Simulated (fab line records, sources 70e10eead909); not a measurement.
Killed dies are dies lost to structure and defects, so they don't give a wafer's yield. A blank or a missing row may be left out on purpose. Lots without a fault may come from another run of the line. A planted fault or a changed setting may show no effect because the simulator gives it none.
One fault seen from 2 desks | flow nand_harc | each desk has only its own numbers; what lay behind them comes last

THE TOOL OWNER'S DESK: rie_diel-05
The tool's own readings at NHARC_A_CHANNEL_HOLE_D1_ETCH_44 (etches the open film in CF4/O2, target depth 140 nm, overetch 14 nm, time 77 s): means of the sampled wafers that have a number, for each lot that ran on this tool. A lot is out of limits, marked OUT, if its mean lies more than 4 standard deviations from the usual mean; the brackets give that distance.
Columns: A = drypump_motor_current_A at NHARC_A_CHANNEL_HOLE_D1_ETCH_44, usual 5.5 A; B = oes_ar_750_au at NHARC_A_CHANNEL_HOLE_D1_ETCH_44, usual 1.000 a.u.; C = oes_product_au at NHARC_A_CHANNEL_HOLE_D1_ETCH_44, usual 1.000 a.u.; D = rf_vpp_V at NHARC_A_CHANNEL_HOLE_D1_ETCH_44, usual 197.6 V; E = showerhead_plenum_p_Torr at NHARC_A_CHANNEL_HOLE_D1_ETCH_44, usual 1.33 Torr; F = throttle_valve_pct at NHARC_A_CHANNEL_HOLE_D1_ETCH_44, usual 13.397 %
lot  | first seen here | A   | B     | C     | D     | E    | F
L681 | day 8 18:59     | 5.0 | 0.998 | 1.004 | 198.0 | 1.36 | 13.396
L689 | day 12 04:14    | 5.2 | 1.003 | 0.997 | 197.9 | 1.39 | 13.399
L690 | day 12 12:11    | 5.1 | 1.002 | 0.995 | 196.6 | 1.30 | 13.398
L692 | day 13 01:46    | 5.5 | 1.001 | 0.990 | 197.9 | 1.30 | 13.399
L695 | day 14 20:42    | 5.5 | 1.002 | 1.001 | 196.5 | 1.30 | 13.402
This desk's finding: nothing out of limits on any of the 5 lots.

THE DEFECT DESK
What the inspections along the route counted, lot by lot: means of the sampled wafers that have a number. A lot is out of limits, marked OUT, if its mean lies more than 4 standard deviations from the usual mean; the brackets give that distance.
Columns: A = raw_defect_count at NHARC_A_CHANNEL_HOLE_D1_INSPECT_40, usual 76
lot  | first seen here | A
L681 | day 8 19:58     | 50
L685 | day 10 09:22    | 38
L686 | day 10 19:36    | 99
L689 | day 12 05:13    | 120
L690 | day 12 13:10    | 33
L692 | day 13 02:44    | 51
L695 | day 14 21:40    | 227 (+5.2) OUT
L698 | day 16 02:01    | 72
L704 | day 18 08:58    | 32
L703 | day 18 09:50    | 76
This desk's finding: out of limits on L695; first on L695, day 14 21:40 (raw_defect_count at NHARC_A_CHANNEL_HOLE_D1_INSPECT_40). In limits: L681, L685, L686, L689, L690, L692, L698, L704, L703.

PUT TOGETHER
The defect desk could have raised an alarm at day 14 21:40, on L695.
The tool owner's desk saw nothing out of limits.
The tool owner's desk has L695 on record, within its limits.
Of the lots named, all ran NHARC_A_CHANNEL_HOLE_D1_ETCH_44 on rie_diel-05.

WHAT THE SIMULATOR HAD PUT IN
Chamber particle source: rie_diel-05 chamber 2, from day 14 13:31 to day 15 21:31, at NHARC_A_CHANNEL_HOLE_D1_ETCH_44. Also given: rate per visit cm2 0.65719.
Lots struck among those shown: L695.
Hours from the fault's start to each desk's first reading out of limits: the defect desk, 8.
